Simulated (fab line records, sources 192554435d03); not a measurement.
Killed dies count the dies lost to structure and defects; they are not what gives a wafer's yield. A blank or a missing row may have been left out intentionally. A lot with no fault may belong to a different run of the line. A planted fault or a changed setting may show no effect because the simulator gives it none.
fab line records | flow n5_finfet
[record] lots = 7 | wafers = 39
route steps=1938 shown DUMMY_GATE@243 SD_EPI_N@267 HKMG_FIN@438
start_h: hours from the record's opening day to when the first of the lot's shown wafers began | wait_h: hours since the lot's step before | " same as the row above | L1.1+2: a row that stands for several wafers | - value missing, or start not given | * or withheld: withheld | < > ~ a bound
route shown NAME@n: a module of which the file shows steps, and the number in the route of the first | usual: the fault-free wafers' mean and standard deviation | same: alike in all rows | chamber/n: place in a boat | sites: readings site by site | _std_site: standard deviation across them | _edge_site: outer sites' mean less inner sites' | radius_mm: for every site, how far away it sits from the centre of the wafer | mask NAME#n: copy n | behind: the last tool/chamber to shape the wafer | hold: reason for holding the lot/hours on hold/outcome of the hold | device: the n, p or np transistor that did not switch | end of line: at the end of the route, the tests of the same wafers | for a step that has no rows: nothing shown but its recipe | killed: not the wafer's yield, but the dies lost to structure and defects at the first sort | map: per-die view of a wafer (x killed, . not killed, _ where there is no die)
set.NAME: the setting as run; set.NAME@STEP: as run at that earlier step | model.NAME: the simulator's own value behind a step, which no gauge read
lots whose settings were changed on purpose; a table a step, a row a wafer
[[steps]]
[step N5_DUMMY_GATE_ETCH_31]
[recipe] chemistry = C4F6/O2 | target = SiO2 | mask_material = SOC | target_depth_a = 825 | time_s = 27.5 | ion_energy_ev = 250 | pressure_mtorr = 30 | source_w = 345 | bias_w = 185 | Ar_flow_sccm = 300 | C4F6_flow_sccm = 10 | O2_flow_sccm = 10
lot.wafer | tool        | chamber | start_h | wait_h | set.target_depth_a | model.etch.depth_nm
L078.1    | rie_diel-04 | 2       | 75.15   | 0.0    | 737.1              | 72.99
L078.2    | "           | 3       | "       | "      | 737.1              | 72.82
L078.3    | "           | 1       | "       | "      | 825                | 83.77
L078.4    | "           | 0       | "       | "      | 737.1              | 71.8
L078.5    | "           | 3       | "       | "      | 825                | 81.92
L078.6    | "           | 0       | "       | "      | 825                | 79.74
L080.1    | rie_diel-02 | 1       | 83.27   | 0.0    | 899.8              | 92.19
L080.2    | "           | 3       | "       | "      | 899.8              | 92.8
L080.3    | "           | 2       | "       | "      | 825                | 79.25
L080.4    | "           | 0       | "       | "      | 899.8              | 90.98
L080.5    | "           | 2       | "       | "      | 825                | 79.42
L080.6    | "           | 1       | "       | "      | 825                | 84.9
L086.1    | rie_diel-04 | 1       | 127.91  | 0.0    | 825                | 83
L086.2    | "           | 2       | "       | "      | 825                | 80.78
L086.3    | "           | 0       | "       | "      | 825                | 80.67
L086.4    | "           | 3       | "       | "      | 825                | 82.25
L086.5    | "           | 1       | "       | "      | 825                | 84.23
L086.6    | "           | 2       | "       | "      | 825                | 80.26
L090.1    | rie_diel-04 | 3       | 146.06  | 0.0    | 825                | 81.49
L090.2    | "           | 2       | "       | "      | 825                | 80.04
L090.6    | "           | 1       | "       | "      | 825                | 84.16
L095.1    | rie_diel-04 | 2       | 174.28  | 0.1    | 892.9              | 86.86
L095.2    | "           | 1       | "       | "      | 825                | 82.81
L095.3    | "           | 0       | "       | "      | 825                | 81.32
L095.4    | "           | 3       | "       | "      | 892.9              | 87.65
L095.5    | "           | 2       | "       | "      | 892.9              | 86.45
L095.6    | "           | 3       | "       | "      | 825                | 81.65
L096.1    | rie_diel-04 | 2       | 183.40  | 0.0    | 903.6              | 87.97
L096.2    | "           | 1       | "       | "      | 825                | 81.81
L096.3    | "           | 0       | "       | "      | 903.6              | 89.35
L096.4    | "           | 3       | "       | "      | 903.6              | 88.33
L096.5    | "           | 2       | "       | "      | 825                | 79
L096.6    | "           | 1       | "       | "      | 825                | 82.07
L097.1    | rie_diel-02 | 3       | 187.93  | 0.0    | 825                | 83.56
L097.2    | "           | 1       | "       | "      | 869.6              | 87.24
L097.3    | "           | 0       | "       | "      | 869.6              | 87.47
L097.4    | "           | 2       | "       | "      | 825                | 78.58
L097.5    | "           | 0       | "       | "      | 825                | 83.01
L097.6    | "           | 3       | "       | "      | 869.6              | 88.23
[step N5_SD_EPI_N_EXPOSE_06]
[recipe] mask_id = SD_N_BLK | na = 1.35 | source_shape = conventional | sigma_outer = 0.8 | polarization = unpolarized | target_cd_nm = 120 | dose_mj = 39.75
lot.wafer        | tool            | chamber | start_h | wait_h | mask       | set.dose_mj
L078.1+2+3       | arfi_scanner-01 | 0       | 77.32   | -      | SD_N_BLK#0 | 36.68
L078.4+5+6       | "               | 0       | "       | "      | SD_N_BLK#0 | 39.75
L080.1+3+5       | arfi_scanner-02 | 0       | 85.20   | -      | SD_N_BLK#0 | 39.75
L080.2+4+6       | "               | 0       | "       | "      | SD_N_BLK#0 | 41.47
L086.1+2+3+4+5+6 | arfi_scanner-01 | 0       | 129.53  | -      | SD_N_BLK#0 | 39.75
L090.1+2+6       | arfi_scanner-01 | 0       | 147.67  | -      | SD_N_BLK#0 | 39.75
L095.1+2+3       | arfi_scanner-01 | 0       | 176.17  | -      | SD_N_BLK#0 | 39.75
L095.4+5+6       | "               | 0       | "       | "      | SD_N_BLK#0 | 41.66
L096.1+2+3+4+5+6 | arfi_scanner-03 | 0       | 185.44  | -      | SD_N_BLK#0 | 39.75
L097.1+2+3       | arfi_scanner-03 | 0       | 189.58  | -      | SD_N_BLK#0 | 39.75
L097.4+5+6       | "               | 0       | "       | "      | SD_N_BLK#0 | 36.9
[step N5_SD_EPI_N_PEB_07]
[recipe] peb_temp_c = 110 | peb_time_s = 60 | resist = CAR-ArF-block
[step N5_SD_EPI_N_DEVELOP_08]
[recipe] develop_time_s = 30 | developer = TMAH | resist = CAR-ArF-block | dev_temp_c = 23 | rinse_liquid = diw | dry = air_spin
[step N5_SD_EPI_N_CD_MEAS_09]
[recipe] target_cd_nm = 120 | landing_energy_ev = 500 | detector = se_inlens
[usual] cd_nm = 120.5/1.1
lot.wafer | tool      | chamber | start_h | wait_h | set.dose_mj@SD_EPI_N_EXPOSE_06 | cd_nm
L078.1    | cd_sem-01 | 0       | 77.45   | -      | 36.68                          | 115.2
L078.2    | "         | 0       | "       | "      | 36.68                          | 114.4
L078.3    | "         | 0       | "       | "      | 36.68                          | 116.2
L078.4    | "         | 0       | "       | "      | 39.75                          | 119.6
L078.5    | "         | 0       | "       | "      | 39.75                          | 120.8
L078.6    | "         | 0       | "       | "      | 39.75                          | 119.3
L080.1    | cd_sem-02 | 0       | 85.32   | -      | 39.75                          | 119.4
L080.2    | "         | 0       | "       | "      | 41.47                          | 122.8
L080.3    | "         | 0       | "       | "      | 39.75                          | 118.5
L080.4    | "         | 0       | "       | "      | 41.47                          | 123.2
L080.5    | "         | 0       | "       | "      | 39.75                          | 120.6
L080.6    | "         | 0       | "       | "      | 41.47                          | 120.8
L086.1    | cd_sem-01 | 0       | 129.65  | -      | 39.75                          | 121.9
L086.2    | "         | 0       | "       | "      | 39.75                          | 120.3
L086.3    | "         | 0       | "       | "      | 39.75                          | 120.1
L086.4    | "         | 0       | "       | "      | 39.75                          | 120.5
L086.5    | "         | 0       | "       | "      | 39.75                          | 121.5
L086.6    | "         | 0       | "       | "      | 39.75                          | 121.0
L090.1    | cd_sem-01 | 0       | 147.79  | -      | 39.75                          | 120.6
L090.2    | "         | 0       | "       | "      | 39.75                          | 120.4
L090.6    | "         | 0       | "       | "      | 39.75                          | 119.9
L095.1    | cd_sem-03 | 0       | 176.29  | -      | 39.75                          | 121.4
L095.2    | "         | 0       | "       | "      | 39.75                          | 121.0
L095.3    | "         | 0       | "       | "      | 39.75                          | 121.1
L095.4    | "         | 0       | "       | "      | 41.66                          | 125.0
L095.5    | "         | 0       | "       | "      | 41.66                          | 124.8
L095.6    | "         | 0       | "       | "      | 41.66                          | 123.7
L096.1    | cd_sem-03 | 0       | 185.56  | -      | 39.75                          | 121.7
L096.2    | "         | 0       | "       | "      | 39.75                          | 121.5
L096.3    | "         | 0       | "       | "      | 39.75                          | 121.9
L096.4    | "         | 0       | "       | "      | 39.75                          | 122.7
L096.5    | "         | 0       | "       | "      | 39.75                          | 121.6
L096.6    | "         | 0       | "       | "      | 39.75                          | 120.9
L097.1    | cd_sem-02 | 0       | 189.70  | -      | 39.75                          | 118.0
L097.2    | "         | 0       | "       | "      | 39.75                          | 118.0
L097.3    | "         | 0       | "       | "      | 39.75                          | 118.8
L097.4    | "         | 0       | "       | "      | 36.9                           | 113.6
L097.5    | "         | 0       | "       | "      | 36.9                           | 114.4
L097.6    | "         | 0       | "       | "      | 36.9                           | 114.9
[step N5_SD_EPI_N_DESCUM_14]
[recipe] chemistry = O2 | time_s = 7.9 | source_power_w = 50 | bias_power_w = 20 | pressure_mtorr = 20 | rf_frequency_hz = 2.712e+07 | temp_c = 40 | resist = CAR-ArF-block | o2_flow_sccm = 225
lot.wafer  | tool        | chamber | start_h | wait_h | set.dose_mj@SD_EPI_N_EXPOSE_06 | model.SD_EPI_N.cd_nm
L078.1     | rie_diel-01 | 0       | 77.68   | 0.2    | 36.68                          | 115
L078.2     | "           | 1       | "       | "      | 36.68                          | 114.6
L078.3     | "           | 3       | "       | "      | 36.68                          | 115.4
L078.4     | "           | 2       | "       | "      | 39.75                          | 119.8
L078.5     | "           | 2       | "       | "      | 39.75                          | 120.6
L078.6     | "           | 3       | "       | "      | 39.75                          | 119.4
L080.1     | rie_diel-03 | 0       | 85.41   | 0.0    | 39.75                          | 119.6
L080.2     | "           | 3       | "       | "      | 41.47                          | 123
L080.3     | "           | 2       | "       | "      | 39.75                          | 118.6
L080.4     | "           | 1       | "       | "      | 41.47                          | 123.2
L080.5     | "           | 3       | "       | "      | 39.75                          | 120.4
L080.6     | "           | 0       | "       | "      | 41.47                          | 121
L086.1     | rie_diel-03 | 1       | 129.78  | 0.1    | 39.75                          | 121.8
L086.2+3+4 | "           | 0,2,3   | "       | "      | 39.75                          | 120.4
L086.5     | "           | 2       | "       | "      | 39.75                          | 121.4
L086.6     | "           | 3       | "       | "      | 39.75                          | 121
L090.1     | rie_diel-01 | 1       | 148.25  | 0.4    | 39.75                          | 120.6
L090.2     | "           | 0       | "       | "      | 39.75                          | 120.4
L090.6     | "           | 3       | "       | "      | 39.75                          | 119.8
L095.1     | rie_diel-03 | 2       | 176.38  | 0.0    | 39.75                          | 121.6
L095.2+3   | "           | 0,3     | "       | "      | 39.75                          | 121.2
L095.4     | "           | 1       | "       | "      | 41.66                          | 125.2
L095.5     | "           | 3       | "       | "      | 41.66                          | 124.8
L095.6     | "           | 2       | "       | "      | 41.66                          | 123.6
L096.1+3   | rie_diel-01 | 0,3     | 185.65  | 0.0    | 39.75                          | 122
L096.2+5   | "           | 1,3     | "       | "      | 39.75                          | 121.6
L096.4     | "           | 2       | "       | "      | 39.75                          | 122.6
L096.6     | "           | 2       | "       | "      | 39.75                          | 121
L097.1     | rie_diel-01 | 0       | 190.30  | 0.5    | 39.75                          | 118.4
L097.2     | "           | 3       | "       | "      | 39.75                          | 118.2
L097.3     | "           | 1       | "       | "      | 39.75                          | 118.8
L097.4     | "           | 2       | "       | "      | 36.9                           | 113.8
L097.5+6   | "           | 2,3     | "       | "      | 36.9                           | 114.6
[step N5_SD_EPI_N_ETCH_34]
[recipe] chemistry = CF4 | target = SiARC | target_depth_a = 455 | mask_material = CAR-ArF-block | time_s = 75.8 | ion_energy_ev = 80 | pressure_mtorr = 40 | source_w = 545 | bias_w = 36 | Ar_flow_sccm = 100 | cf4_flow_sccm = 100 | ends = cleared
lot.wafer | tool        | chamber | start_h | wait_h | set.dose_mj@SD_EPI_N_EXPOSE_06 | model.SD_EPI_N.cd_nm
L078.1    | rie_diel-01 | 0       | 77.71   | 0.0    | 36.68                          | 114.6
L078.2    | "           | 1       | "       | "      | 36.68                          | 114.2
L078.3    | "           | 3       | "       | "      | 36.68                          | 115.2
L078.4    | "           | 2       | "       | "      | 39.75                          | 119.8
L078.5    | "           | 2       | "       | "      | 39.75                          | 120.6
L078.6    | "           | 3       | "       | "      | 39.75                          | 119.4
L080.1    | rie_diel-03 | 0       | 85.45   | 0.0    | 39.75                          | 119.4
L080.2    | "           | 3       | "       | "      | 41.47                          | 122.6
L080.3    | "           | 2       | "       | "      | 39.75                          | 118.8
L080.4    | "           | 1       | "       | "      | 41.47                          | 123
L080.5    | "           | 3       | "       | "      | 39.75                          | 120
L080.6    | "           | 0       | "       | "      | 41.47                          | 120.4
L086.1    | rie_diel-03 | 1       | 129.81  | 0.0    | 39.75                          | 122
L086.2+4  | "           | 0,3     | "       | "      | 39.75                          | 120.4
L086.3    | "           | 2       | "       | "      | 39.75                          | 120.8
L086.5    | "           | 2       | "       | "      | 39.75                          | 121.8
L086.6    | "           | 3       | "       | "      | 39.75                          | 121
L090.1    | rie_diel-01 | 1       | 148.28  | 0.0    | 39.75                          | 120
L090.2    | "           | 0       | "       | "      | 39.75                          | 120.2
L090.6    | "           | 3       | "       | "      | 39.75                          | 119.6
L095.1    | rie_diel-03 | 2       | 176.41  | 0.0    | 39.75                          | 121.8
L095.2    | "           | 0       | "       | "      | 39.75                          | 120.6
L095.3    | "           | 3       | "       | "      | 39.75                          | 121
L095.4    | "           | 1       | "       | "      | 41.66                          | 125
L095.5    | "           | 3       | "       | "      | 41.66                          | 124.6
L095.6    | "           | 2       | "       | "      | 41.66                          | 124
L096.1+5  | rie_diel-01 | 0,3     | 185.68  | 0.0    | 39.75                          | 121.6
L096.2    | "           | 1       | "       | "      | 39.75                          | 121
L096.3    | "           | 3       | "       | "      | 39.75                          | 121.8
L096.4    | "           | 2       | "       | "      | 39.75                          | 122.6
L096.6    | "           | 2       | "       | "      | 39.75                          | 120.8
L097.1    | rie_diel-01 | 0       | 190.33  | 0.0    | 39.75                          | 118.4
L097.2    | "           | 3       | "       | "      | 39.75                          | 118
L097.3    | "           | 1       | "       | "      | 39.75                          | 118.6
L097.4    | "           | 2       | "       | "      | 36.9                           | 113.8
L097.5    | "           | 2       | "       | "      | 36.9                           | 114.4
L097.6    | "           | 3       | "       | "      | 36.9                           | 114.6
[step N5_HKMG_FIN_ETCH_35]
[recipe] chemistry = N2/H2 | target = SOC | target_depth_a = 2158 | ion_energy_ev = 65 | bias_w = 5 | source_w = 3000 | time_s = 243.4 | pressure_mtorr = 30 | n2_flow_sccm = 200 | h2_flow_sccm = 200
lot.wafer | tool        | chamber | start_h | wait_h | set.time_s | model.HKMG_FIN.feature_depth_nm | model.etch.depth_nm | model.SOC_of_HKMG_FIN_COAT_29.thk_nm
L078.1    | rie_diel-05 | 1       | 108.61  | 0.0    | 243.4      | 222.2                           | 222.2               | 78
L078.2    | "           | 0       | "       | "      | 220.4      | 194.6                           | 194.5               | 107.4
L078.3    | "           | 3       | "       | "      | 243.4      | 221                             | 220.9               | 80
L078.4    | "           | 2       | "       | "      | 243.4      | 233.6                           | 233.7               | 67.8
L078.5    | "           | 1       | "       | "      | 220.4      | 204                             | 204.1               | 97
L078.6    | "           | 0       | "       | "      | 220.4      | 196.2                           | 196.2               | 104.8
L080.1    | rie_diel-01 | 3       | 114.36  | 0.0    | 274.4      | 241.6                           | 241.5               | 59.2
L080.2    | "           | 2       | "       | "      | 243.4      | 209                             | 209                 | 91.2
L080.3    | "           | 1       | "       | "      | 243.4      | 215.4                           | 215.5               | 84.4
L080.4    | "           | 0       | "       | "      | 274.4      | 253.4                           | 253.5               | 46.8
L080.5    | "           | 0       | "       | "      | 274.4      | 256.6                           | 256.6               | 44.4
L080.6    | "           | 3       | "       | "      | 243.4      | 217                             | 217                 | 83.8
L086.1    | rie_diel-01 | 0       | 156.98  | 0.0    | 266.7      | 250.4                           | 250.3               | 49.8
L086.2    | "           | 1       | "       | "      | 243.4      | 211.4                           | 211.4               | 88.2
L086.3    | "           | 2       | "       | "      | 243.4      | 230                             | 230                 | 69.6
L086.4    | "           | 0       | "       | "      | 266.7      | 249                             | 249                 | 51.4
L086.5    | "           | 1       | "       | "      | 243.4      | 212.6                           | 212.5               | 87.8
L086.6    | "           | 2       | "       | "      | 266.7      | 252.4                           | 252.4               | 49
L090.1    | rie_diel-05 | 3       | 174.36  | 0.0    | 243.4      | 231.2                           | 231.2               | 69.4
L090.2    | "           | 0       | "       | "      | 243.4      | 216.2                           | 216.1               | 84
L090.6    | "           | 3       | "       | "      | 243.4      | 233.2                           | 233.1               | 67.2
L095.1    | rie_diel-05 | 3       | 201.96  | 0.0    | 198.3      | 189                             | 189                 | 110.4
L095.2    | "           | 2       | "       | "      | 198.3      | 189.2                           | 189.1               | 109.6
L095.3    | "           | 1       | "       | "      | 243.4      | 219.8                           | 219.9               | 80.2
L095.4    | "           | 0       | "       | "      | 243.4      | 219                             | 219                 | 80
L095.5    | "           | 2       | "       | "      | 243.4      | 234.6                           | 234.7               | 65.2
L095.6    | "           | 1       | "       | "      | 198.3      | 180.8                           | 180.8               | 118.6
L096.1    | rie_diel-03 | 0       | 216.80  | 0.0    | 243.4      | 220.2                           | 220.3               | 79.6
L096.2    | "           | 3       | "       | "      | 243.4      | 229.6                           | 229.5               | 69
L096.3    | "           | 1       | "       | "      | 243.4      | 223.6                           | 223.6               | 75.6
L096.4    | "           | 2       | "       | "      | 243.4      | 217                             | 217.1               | 82.4
L096.5    | "           | 2       | "       | "      | 243.4      | 217                             | 217                 | 81.8
L096.6    | "           | 3       | "       | "      | 243.4      | 231.4                           | 231.4               | 68.2
L097.1    | rie_diel-01 | 1       | 216.92  | 0.0    | 259.4      | 220.4                           | 220.4               | 81.4
L097.2    | "           | 0       | "       | "      | 243.4      | 223.8                           | 223.9               | 77.6
L097.3    | "           | 3       | "       | "      | 259.4      | 233.2                           | 233.2               | 68.4
L097.4    | "           | 2       | "       | "      | 243.4      | 224.6                           | 224.6               | 77.2
L097.5    | "           | 2       | "       | "      | 243.4      | 223.4                           | 223.5               | 78.6
L097.6    | "           | 3       | "       | "      | 259.4      | 231.8                           | 231.9               | 68.6
[[key]]
[split] step = N5_DUMMY_GATE_ETCH_31 | setting = target_depth_a | stated = 825 | by = wafer
[response] step = N5_DUMMY_GATE_ETCH_31 | reading = model.etch.depth_nm | change = +0.894 | per = 1% | r = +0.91
[split] step = N5_SD_EPI_N_EXPOSE_06 | setting = dose_mj | stated = 39.75 | by = wafer
[response] step = N5_SD_EPI_N_CD_MEAS_09 | reading = cd_nm | change = +0.606 | per = 1% | r = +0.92
[response] step = N5_SD_EPI_N_DESCUM_14 | reading = model.SD_EPI_N.cd_nm | change = +0.625 | per = 1% | r = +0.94
[response] step = N5_SD_EPI_N_ETCH_34 | reading = model.SD_EPI_N.cd_nm | change = +0.637 | per = 1% | r = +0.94
[split] step = N5_HKMG_FIN_ETCH_35 | setting = time_s | stated = 243.4 | by = wafer
[response] step = N5_HKMG_FIN_ETCH_35 | reading = model.HKMG_FIN.feature_depth_nm | change = +2.43 | per = 1% | r = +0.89
[response] step = N5_HKMG_FIN_ETCH_35 | reading = model.etch.depth_nm | change = +2.43 | per = 1% | r = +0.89
[response] step = N5_HKMG_FIN_ETCH_35 | reading = model.SOC_of_HKMG_FIN_COAT_29.thk_nm | change = -2.41 | per = 1% | r = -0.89
